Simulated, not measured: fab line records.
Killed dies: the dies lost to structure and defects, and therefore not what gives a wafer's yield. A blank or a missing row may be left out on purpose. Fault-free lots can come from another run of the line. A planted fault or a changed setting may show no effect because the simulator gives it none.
Split-lot trial | flow n5-finfet | 7 lots, 21 wafers read, on a route of 1938 steps

## ABOUT THE SPLIT
At N5_BEOL_M0_ETCH_109 (etches SiCN in CH3F/O2, target depth 8 nm, overetch 2.4 nm, time 27.4 s), the setting bias-w was moved away from the recipe's 75 W on 4 of the 21 wafers read, by +4.9% to +15.8%. For the rest of the wafers, this setting stayed at what the recipe calls for.

The reading is taken at the split's own step.

## THE READING
rf-vpp-V, in V, at N5_BEOL_M0_ETCH_109 (etches SiCN in CH3F/O2, target depth 8 nm, overetch 2.4 nm, time 27.4 s). A value of 297.8 V with a standard deviation of 1.3 V is what fault-free wafers of this fab line usually give.

wafer  | tool, chamber at the split | bias-w as run, W | against the recipe | rf-vpp-V, V | against lot-mates on the recipe
L076.1 | rie-diel-01, 0             | 75               | recipe             | 299.8       | -
L076.2 | rie-diel-01, 3             | 75               | recipe             | 301.0       | -
L076.4 | rie-diel-01, 1             | 75               | recipe             | 296.8       | -
L079.2 | rie-diel-02, 1             | 78.64            | +4.9%              | 308.2       | +10.1
L079.5 | rie-diel-02, 0             | 75               | recipe             | 298.1       | -
L079.6 | rie-diel-02, 1             | 78.64            | +4.9%              | 307.2       | +9.1
L080.1 | rie-diel-01, 1             | 75               | recipe             | 297.4       | -
L080.4 | rie-diel-01, 2             | 75               | recipe             | 297.8       | -
L080.6 | rie-diel-01, 0             | 75               | recipe             | 300.1       | -
L092.4 | rie-diel-02, 2             | 75               | recipe             | 297.2       | -
L092.5 | rie-diel-02, 3             | 75               | recipe             | 299.4       | -
L092.6 | rie-diel-02, 1             | 75               | recipe             | 298.8       | -
L093.2 | rie-diel-01, 0             | 86.87            | +15.8%             | 328.0       | +28.9
L093.3 | rie-diel-01, 2             | 75               | recipe             | 299.1       | -
L093.4 | rie-diel-01, 3             | 86.87            | +15.8%             | 327.7       | +28.6
L094.4 | rie-diel-02, 0             | 75               | recipe             | 297.5       | -
L094.5 | rie-diel-02, 0             | 75               | recipe             | 298.4       | -
L094.6 | rie-diel-02, 3             | 75               | recipe             | 298.5       | -
L096.1 | rie-diel-02, 1             | 75               | recipe             | 298.7       | -
L096.2 | rie-diel-02, 3             | 75               | recipe             | 297.5       | -
L096.4 | rie-diel-02, 0             | 75               | recipe             | 298.4       | -

FIT RESULTS
A straight line over all 21 wafers: rf-vpp-V changes by +1.86 V for each +1% of bias-w; r = +0.99; the points scatter about the line by 1 V.
The same after taking each lot's own level away (the mean of its wafers on the recipe; 21 wafers): +1.83 V for each +1%; r = +0.99; scatter 1 V.
On that fit, the largest move of bias-w shifts the reading by 29 V.
Measured against the standard deviation above, the lots' own levels, which go from 298.10 to 299.20 V, span 0.8 times it.
The two slopes are in agreement: the lot-to-lot level therefore moves the slope only a little.
Check: for one of the wafers moved furthest among these (+15.8%), held out of the fit, the line's prediction against its lot-mates is +29 V. Against them it came out at +28.9 V.
Tool readings at the split's step, against how far the setting was moved: rf-vpp-V r = +0.99.

## THESE WAFERS: OTHER SPLITS
These wafers also went through other splits before the reading. Each is held against what the fit with the lots' levels taken away leaves over:
other split on the same wafers       | wafers away from the commonest value | r with rf-vpp-V (lot level and that fit taken away)
N5_MOL_CONTACT_COAG_COAT_62 spin-rpm | 6                                    | +0.01
N5_BEOL_M0_SAQP_ILD_DEP_01 time-s    | 7                                    | -0.17
N5_BEOL_M0_SAQP_PECVD_04 time-s      | 7                                    | -0.09
N5_BEOL_M0_CUTY_EXPOSE_54 dose-mj    | 6                                    | -0.24
N5_BEOL_M0_ETCH_138 source-w         | 8                                    | -0.36

## FILE'S OWN FIT
rf-vpp-V changes by +1.83 V for each +1% of bias-w, r = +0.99.
